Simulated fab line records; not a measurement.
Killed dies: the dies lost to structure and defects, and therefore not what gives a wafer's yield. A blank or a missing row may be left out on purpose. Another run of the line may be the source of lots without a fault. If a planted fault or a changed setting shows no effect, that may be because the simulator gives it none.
2 desks looking at one fault | flow n5-finfet | numbers are kept per desk, each desk with only its own; the story behind them comes last

DESK OF THE TOOL OWNER: ald-metal-02
The tool's own readings at N5_BEOL_M4_ALD_84 (deposits TaN, pulse time 2 s, purge time 3 s, co reactant purge time 2 s): means of the sampled wafers that have a number, for each lot that ran on this tool. The brackets show how far a lot's mean lies from the usual mean; more than 4 standard deviations puts the lot out of limits, marked OUT.
Columns: A = heater-power-outer-w at N5_BEOL_M4_ALD_84, usual 224 W; B = heater-power-w at N5_BEOL_M4_ALD_84, usual 409 W
lot  | first seen here | A   | B
L343 | day 8 12:41     | 248 | 450
L345 | day 8 23:50     | 246 | 460
L352 | day 11 16:42    | 221 | 416
L355 | day 12 19:03    | 238 | 434
L357 | day 12 23:50    | 251 | 451
L356 | day 13 11:18    | 197 | 362
Finding of this desk: none of the 6 lots has anything out of limits.

THE METROLOGY DESK
Lot by lot, what the gauges showed, no matter which tool ran the lot: averages of those sampled wafers that carry a number. The brackets show how far a lot's mean lies from the usual mean; more than 4 standard deviations puts the lot out of limits, marked OUT. Readings shown: 7 out of 12 (the first out of limits, and those lying furthest out on some lot).
Columns: A = CHAIN_V3 at N5_BEOL_M4_RC_MEAS_101, usual 230 ohm/link; B = CHAIN_V3_max_site at N5_BEOL_M4_RC_MEAS_101, usual 239 ohm/link; C = DIBL_N at N5_BEOL_M4_RC_MEAS_101, usual 36.3 mV/V; D = IOFF_P at N5_BEOL_M4_RC_MEAS_101, usual 0.21 nA/um; E = ION_P at N5_BEOL_M4_RC_MEAS_101, usual 459 uA/um; F = SS_N at N5_BEOL_M4_RC_MEAS_101, usual 71.6 mV/dec; G = VT_P at N5_BEOL_M4_RC_MEAS_101, usual -251 mV
lot  | first seen here | A              | B              | C    | D    | E   | F    | G
L343 | day 8 16:58     | 227            | 235            | 33.8 | 0.15 | 448 | 70.9 | -254
L345 | day 9 05:11     | 237            | 246            | 37.0 | 0.19 | 453 | 72.2 | -254
L347 | day 10 03:58    | 233            | 242            | 32.8 | 0.18 | 455 | 71.2 | -251
L349 | day 11 02:29    | 227            | 236            | 38.7 | 0.21 | 456 | 72.6 | -253
L351 | day 11 15:45    | 221            | 230            | 36.2 | 0.22 | 464 | 71.8 | -250
L352 | day 11 20:07    | 233            | 241            | 38.5 | 0.21 | 455 | 72.0 | -250
L355 | day 12 23:00    | 253            | 258            | 35.9 | 0.23 | 454 | 71.3 | -250
L357 | day 13 05:26    | 241            | 250            | 38.4 | 0.23 | 466 | 72.6 | -250
L356 | day 13 15:16    | 269 (+4.6) OUT | 276 (+4.4) OUT | 36.8 | 0.22 | 472 | 71.3 | -246
This desk's result: L356 out of limits, first on L356 (CHAIN_V3 at N5_BEOL_M4_RC_MEAS_101), day 13 15:16. L343, L345, L347, L349, L351, L352, L355, L357 stayed within limits.

TAKEN TOGETHER
An alarm was possible from the metrology desk at day 13 15:16, on L356.
The tool owner's desk saw nothing out of limits.
On record at the tool owner's desk: L356, within its limits.
The lots listed all ran N5_BEOL_M4_ALD_84 on ald-metal-02.

WHAT HAD BEEN PUT IN BY THE SIMULATOR
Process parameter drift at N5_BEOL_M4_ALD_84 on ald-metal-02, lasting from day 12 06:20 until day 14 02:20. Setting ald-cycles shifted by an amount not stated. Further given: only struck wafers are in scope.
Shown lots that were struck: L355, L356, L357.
Hours from the fault's start to each desk's first reading out of limits: the metrology desk, 33.
